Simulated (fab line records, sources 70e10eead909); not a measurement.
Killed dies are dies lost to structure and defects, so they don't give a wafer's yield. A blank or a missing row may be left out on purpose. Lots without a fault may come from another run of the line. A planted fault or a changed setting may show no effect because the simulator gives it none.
One fault seen from 2 desks | flow nand_harc | each desk has only its own numbers; what lay behind them comes last

THE DEFECT DESK
What the inspections along the route counted, lot by lot: means of the sampled wafers that have a number. A lot is out of limits, marked OUT, if its mean lies more than 4 standard deviations from the usual mean; the brackets give that distance.
Columns: A = raw_defect_count at NHARC_A_M0_INSPECT_11, usual 75
lot  | first seen here | A
L852 | day 22 18:26    | 68
L851 | day 23 05:11    | 90
L854 | day 23 11:16    | 61
L853 | day 23 12:09    | 53
L855 | day 24 19:54    | 110
L858 | day 25 11:17    | 173
L860 | day 26 10:06    | 89
L861 | day 27 02:49    | 41
L863 | day 27 04:52    | 45
L857 | day 28 02:42    | 87
L864 | day 29 00:51    | 90
L868 | day 30 08:18    | 66
L870 | day 31 01:10    | 116
This desk's finding: nothing out of limits on any of the 13 lots.

THE METROLOGY DESK
What the gauges read, lot by lot, whatever tool the lot ran on: means of the sampled wafers that have a number. A lot is out of limits, marked OUT, if its mean lies more than 4 standard deviations from the usual mean; the brackets give that distance.
Columns: A = overlay_x_nm at NHARC_A_BLC_OVL_MEAS_11, usual -0.1 nm; B = overlay_y_nm at NHARC_A_BLC_OVL_MEAS_11, usual 0.2 nm; C = cd_nm at NHARC_A_M0_CD_MEAS_09, usual 80.0 nm
lot  | first seen here | A    | B    | C
L852 | day 22 14:22    | 1.4  | 0.5  | 80.5
L851 | day 23 01:04    | 0.8  | -0.1 | 79.7
L854 | day 23 07:05    | -0.3 | 0.6  | 80.4
L853 | day 23 08:05    | 0.5  | -0.5 | 79.9
L855 | day 24 15:47    | -0.6 | 0.1  | 80.4
L858 | day 25 07:20    | -0.3 | -0.0 | 80.3
L860 | day 26 05:50    | 0.0  | 0.5  | 80.2
L861 | day 26 22:44    | -0.9 | 0.7  | 80.5
L863 | day 27 00:37    | -1.1 | 0.2  | 79.3
L857 | day 27 22:38    | -0.0 | 0.4  | 80.3
L864 | day 28 20:46    | -0.5 | -0.7 | 80.1
L868 | day 30 03:47    | -0.1 | -0.1 | 86.6 (+8.2) OUT
L870 | day 30 20:42    | -1.2 | -0.5 | 85.7 (+7.1) OUT
This desk's finding: out of limits on L868, L870; first on L868, day 30 08:11 (cd_nm at NHARC_A_M0_CD_MEAS_09). In limits: L852, L851, L854, L853, L855, L858, L860, L861, L863, L857, L864.

PUT TOGETHER
The metrology desk could have raised an alarm at day 30 08:11, on L868, L870.
The defect desk saw nothing out of limits.
The defect desk has L868, L870 on record, within its limits.
Of the lots named, all ran NHARC_A_M0_PEB_07 on litho_track-04.

WHAT THE SIMULATOR HAD PUT IN
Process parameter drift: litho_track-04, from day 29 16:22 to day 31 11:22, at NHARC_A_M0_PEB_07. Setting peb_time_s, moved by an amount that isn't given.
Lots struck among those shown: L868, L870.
Hours from the fault's start to each desk's first reading out of limits: the metrology desk, 16.
